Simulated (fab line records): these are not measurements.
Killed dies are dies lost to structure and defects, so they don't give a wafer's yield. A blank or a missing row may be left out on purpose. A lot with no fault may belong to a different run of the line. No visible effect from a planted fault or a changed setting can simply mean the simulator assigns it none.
Which tool did it? :: flow n5 finfet :: 21 wafers from 7 lots sampled at 7 of the route's 1938 steps

## WHAT THE GAUGES READ, wafer by wafer
N5_BEOL_M7_CD_MEAS_18: pitch 80 nm, target cd 40 nm.
lot: L131
measured: day 10 08:02
on: cd sem-01
cd nm (nm): 40.1 40.8 40.3

lot: L135
measured: day 11 11:55
on: cd sem-03
cd nm (nm): 40.2 39.9 39.9

lot: L134
measured: day 11 14:24
on: cd sem-03
cd nm (nm): 42.2 40.9 40.5

lot: L137
measured: day 12 23:17
on: cd sem-01
cd nm (nm): - - -

lot: L141
measured: day 13 08:49
on: cd sem-01
cd nm (nm): - - -

lot: L147
measured: day 14 11:07
on: cd sem-02
cd nm (nm): 39.3 40.9 39.7

lot: L148
measured: day 15 02:02
on: cd sem-02
cd nm (nm): 40.3 40.8 40.7

## TOOL THAT RAN EACH LOT (tool first, then ch and the chambers of the sampled wafers, then the start)
lot: L131
N5_BEOL_M6_SPUTTER_48: pvd sputter-02, day 10 04:34
N5_BEOL_M6_DEP_56: pecvd-02 ch 1,2, day 10 05:44
N5_BEOL_M7_CURE_74: uv cure-03 ch 0, day 10 05:56
N5_BEOL_M7_ETCH_61: rie diel-03 ch 1,2, day 10 07:36
N5_BEOL_M7_ETCH_62: rie diel-03 ch 1,2, day 10 07:40
N5_BEOL_M7_HM_OPEN_17: rie metal-01 ch 0,1, day 10 07:50

lot: L135
N5_BEOL_M6_SPUTTER_48: pvd sputter-03, day 11 08:59
N5_BEOL_M6_DEP_56: pecvd-04 ch 0,1, day 11 09:56
N5_BEOL_M7_CURE_74: uv cure-03 ch 0, day 11 10:13
N5_BEOL_M7_ETCH_61: rie diel-03 ch 2,3, day 11 11:29
N5_BEOL_M7_ETCH_62: rie diel-03 ch 2,3, day 11 11:32
N5_BEOL_M7_HM_OPEN_17: rie metal-03 ch 0,1, day 11 11:43

lot: L134
N5_BEOL_M6_SPUTTER_48: pvd sputter-03, day 11 10:56
N5_BEOL_M6_DEP_56: pecvd-03 ch 0,1, day 11 12:10
N5_BEOL_M7_CURE_74: uv cure-03 ch 2, day 11 12:29
N5_BEOL_M7_ETCH_61: rie diel-03 ch 2,3, day 11 13:57
N5_BEOL_M7_ETCH_62: rie diel-03 ch 2,3, day 11 14:00
N5_BEOL_M7_HM_OPEN_17: rie metal-02 ch 0,1, day 11 14:11

lot: L137
N5_BEOL_M6_SPUTTER_48: pvd sputter-03, day 12 18:58
N5_BEOL_M6_DEP_56: pecvd-03 ch 0,1, day 12 21:28
N5_BEOL_M7_CURE_74: uv cure-03 ch 0, day 12 21:50
N5_BEOL_M7_ETCH_61: rie diel-02 ch 2,3, day 12 22:52
N5_BEOL_M7_ETCH_62: rie diel-02 ch 2,3, day 12 22:55
N5_BEOL_M7_HM_OPEN_17: rie metal-03 ch 0,1, day 12 23:08

lot: L141
N5_BEOL_M6_SPUTTER_48: pvd sputter-02, day 13 02:44
N5_BEOL_M6_DEP_56: pecvd-02 ch 0,1, day 13 05:11
N5_BEOL_M7_CURE_74: uv cure-03 ch 0, day 13 05:23
N5_BEOL_M7_ETCH_61: rie diel-03 ch 0,1,2, day 13 08:20
N5_BEOL_M7_ETCH_62: rie diel-03 ch 0,1,2, day 13 08:23
N5_BEOL_M7_HM_OPEN_17: rie metal-01 ch 0,1, day 13 08:35

lot: L147
N5_BEOL_M6_SPUTTER_48: pvd sputter-03, day 14 04:43
N5_BEOL_M6_DEP_56: pecvd-02 ch 0,1,2, day 14 08:04
N5_BEOL_M7_CURE_74: uv cure-02 ch 2, day 14 08:43
N5_BEOL_M7_ETCH_61: rie diel-02 ch 0,2,3, day 14 10:34
N5_BEOL_M7_ETCH_62: rie diel-02 ch 0,2,3, day 14 10:37
N5_BEOL_M7_HM_OPEN_17: rie metal-02 ch 0,1, day 14 10:50

lot: L148
N5_BEOL_M6_SPUTTER_48: pvd sputter-01, day 14 21:13
N5_BEOL_M6_DEP_56: pecvd-04 ch 1,2, day 14 22:58
N5_BEOL_M7_CURE_74: uv cure-01 ch 2, day 14 23:14
N5_BEOL_M7_ETCH_61: rie diel-03 ch 1,2,3, day 15 01:37
N5_BEOL_M7_ETCH_62: rie diel-03 ch 1,2,3, day 15 01:41
N5_BEOL_M7_HM_OPEN_17: rie metal-02 ch 0,1, day 15 01:52
- N5_BEOL_M6_SPUTTER_48: material Cu, target thk 10 nm, time 1.667 s.
- N5_BEOL_M6_DEP_56: deposits SiCN from 3MS/NH3, target thk 10 nm, time 17.5 s.
- N5_BEOL_M7_CURE_74: cures SiCOH lowk, time 240 s.
- N5_BEOL_M7_ETCH_61: etches SiARC in CF4, target depth 45.5 nm, time 75.8 s.
- N5_BEOL_M7_ETCH_62: etches SOC in N2/H2, target depth 110 nm, overetch 22 nm, time 165 s.
- N5_BEOL_M7_HM_OPEN_17: chemistry Cl2/BCl3, target TiN, target depth 20 nm, overetch 6 nm.

## THE ANSWER, worked out from the rows above alone
Rule: the lots themselves supply what counts as usual. Put in order of their means at a reading, lots are off if they are a third of the lots or fewer, leave a main group of 4 or more, and stand apart from it by a gap of 3 or more times the standard deviation of the main group's means; of several such gaps the widest counts. If all means in a main group match to the digits the tables above print for the reading, that group is not used. Also off: a lot with no number at a reading for which 4 or more lots have one. All remaining lots with rows at the step are treated as sound.
Off: L137, L141 (N5_BEOL_M7_CD_MEAS_18, cd nm). Without a number there: L137, L141. The main group has a mean of 40.4 nm with a standard deviation of 0.45.
A tool fits if, at a process step before that reading, it ran every lot that is off, and no sound lot after the first of them. Those tools and the gauges at N5_BEOL_M7_CD_MEAS_18 are tried in the same way. 2 tools fit, uv cure-03 at N5_BEOL_M7_CURE_74 and cd sem-01 at N5_BEOL_M7_CD_MEAS_18, so this cannot tell which one it is.

## WHAT THE SIMULATOR HAD INSERTED
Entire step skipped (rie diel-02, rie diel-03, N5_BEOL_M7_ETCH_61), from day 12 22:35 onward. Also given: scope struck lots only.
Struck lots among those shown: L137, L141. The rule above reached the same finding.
